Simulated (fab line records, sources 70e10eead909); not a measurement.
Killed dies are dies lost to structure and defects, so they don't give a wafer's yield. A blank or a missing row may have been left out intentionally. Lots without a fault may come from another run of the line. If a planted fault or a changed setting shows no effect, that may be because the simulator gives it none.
Which tool is to blame? ; flow nand-harc ; 15 lots with 45 wafers sampled at 2 steps, on a route of 1302 steps

WHAT EACH GAUGE READ, for each wafer
NHARC_A_CHANNEL_HOLE_D1_CD_MEAS_18.
lot;measured;on;cd-nm (nm)
L433;day 8 19:38;cd-sem-03;97.8 95.6 100.0
L435;day 9 22:13;cd-sem-02;101.4 99.3 103.4
L436;day 10 09:06;cd-sem-03;95.3 95.5 95.4
L437;day 10 09:00;cd-sem-01;97.0 99.4 96.5
L440;day 11 21:29;cd-sem-02;97.3 94.3 99.7
L439;day 11 21:56;cd-sem-02;97.4 97.9 95.2
L441;day 12 04:41;cd-sem-03;98.4 97.2 98.1
L444;day 13 06:53;cd-sem-01;- - -
L443;day 13 08:13;cd-sem-03;- - -
L445;day 13 22:47;cd-sem-01;- - -
L447;day 14 10:39;cd-sem-03;102.0 99.9 100.2
L446;day 14 12:27;cd-sem-03;95.3 98.0 98.7
L453;day 17 20:43;cd-sem-03;98.9 100.7 98.1
L454;day 17 22:40;cd-sem-03;102.1 98.3 100.1
L455;day 18 00:22;cd-sem-03;102.5 98.2 100.3

WHICH TOOL RAN EACH LOT (tool, then ch and the chambers of the sampled wafers, then the start)
lot;NHARC_A_CHANNEL_HOLE_D1_EXPOSE_07
L433;arfi-scanner-03 ch 0, day 8 17:47
L435;arfi-scanner-03 ch 0, day 9 20:47
L436;arfi-scanner-01 ch 0, day 10 07:13
L437;arfi-scanner-01 ch 0, day 10 07:34
L440;arfi-scanner-03 ch 0, day 11 20:03
L439;arfi-scanner-02 ch 0, day 11 20:31
L441;arfi-scanner-02 ch 0, day 12 03:13
L444;arfi-scanner-01, day 13 05:27
L443;arfi-scanner-03, day 13 06:47
L445;arfi-scanner-02, day 13 21:20
L447;arfi-scanner-03 ch 0, day 14 09:13
L446;arfi-scanner-03 ch 0, day 14 10:49
L453;arfi-scanner-03 ch 0, day 17 19:17
L454;arfi-scanner-03 ch 0, day 17 21:13
L455;arfi-scanner-02 ch 0, day 17 22:56
- NHARC_A_CHANNEL_HOLE_D1_EXPOSE_07: exposes mask HOLE D1, target cd 100 nm.

AS READ BY THE TOOLS THEMSELVES (means over the sampled wafers that have a number; for cases with no such wafer, the mark the record gives instead)
NHARC_A_CHANNEL_HOLE_D1_EXPOSE_07.
lot;tool;exposure-dose-mJ-cm2;focus-offset-nm (nm)
L433;arfi-scanner-03;59.61;-0.4
L435;arfi-scanner-03;59.64;-0.1
L436;arfi-scanner-01;59.69;0.4
L437;arfi-scanner-01;59.54;0.1
L440;arfi-scanner-03;59.67;0.5
L439;arfi-scanner-02;59.64;-0.1
L441;arfi-scanner-02;59.66;-0.7
L444;arfi-scanner-01;-;-
L443;arfi-scanner-03;-;-
L445;arfi-scanner-02;-;-
L447;arfi-scanner-03;59.76;0.1
L446;arfi-scanner-03;59.64;-0.3
L453;arfi-scanner-03;59.69;0.1
L454;arfi-scanner-03;59.68;-0.1
L455;arfi-scanner-02;59.60;0.8

THE ANSWER, worked out from the rows above alone
Rule: usual is defined by the lots themselves. Put in order of their means at a reading, lots are off if they are a third of the lots or fewer, leave a main group of 4 or more, and stand apart from it by a gap of 3 or more times the standard deviation of the main group's means; of several such gaps the widest counts. A main group is skipped when, at the precision printed for the reading in the tables above, its means are all equal. A lot without any number at a reading at which 4 lots or more have one is off too. All remaining lots with rows at the step are treated as sound. First the gauges in route order, then the tools' own readings, where a lot's mean is used as printed above. At the first step where some lot is off, the reading lying furthest off is the one used; lots without a number count as furthest.
Off, at NHARC_A_CHANNEL_HOLE_D1_CD_MEAS_18 on cd-nm: L444, L443, L445. Without a number there: L444, L443, L445. Mean 98.5 nm and standard deviation 1.8 in the main group.
If a tool, at a process step before that reading, ran all the lots that are off and no sound lot after the first of them, it fits. Not tried: the gauges at NHARC_A_CHANNEL_HOLE_D1_CD_MEAS_18; whatever is off there is also off at NHARC_A_CHANNEL_HOLE_D1_EXPOSE_07, on other tools, and gauge error can't account for it. Not one of the candidates tried fits.

WHAT HAD BEEN PUT IN BY THE SIMULATOR
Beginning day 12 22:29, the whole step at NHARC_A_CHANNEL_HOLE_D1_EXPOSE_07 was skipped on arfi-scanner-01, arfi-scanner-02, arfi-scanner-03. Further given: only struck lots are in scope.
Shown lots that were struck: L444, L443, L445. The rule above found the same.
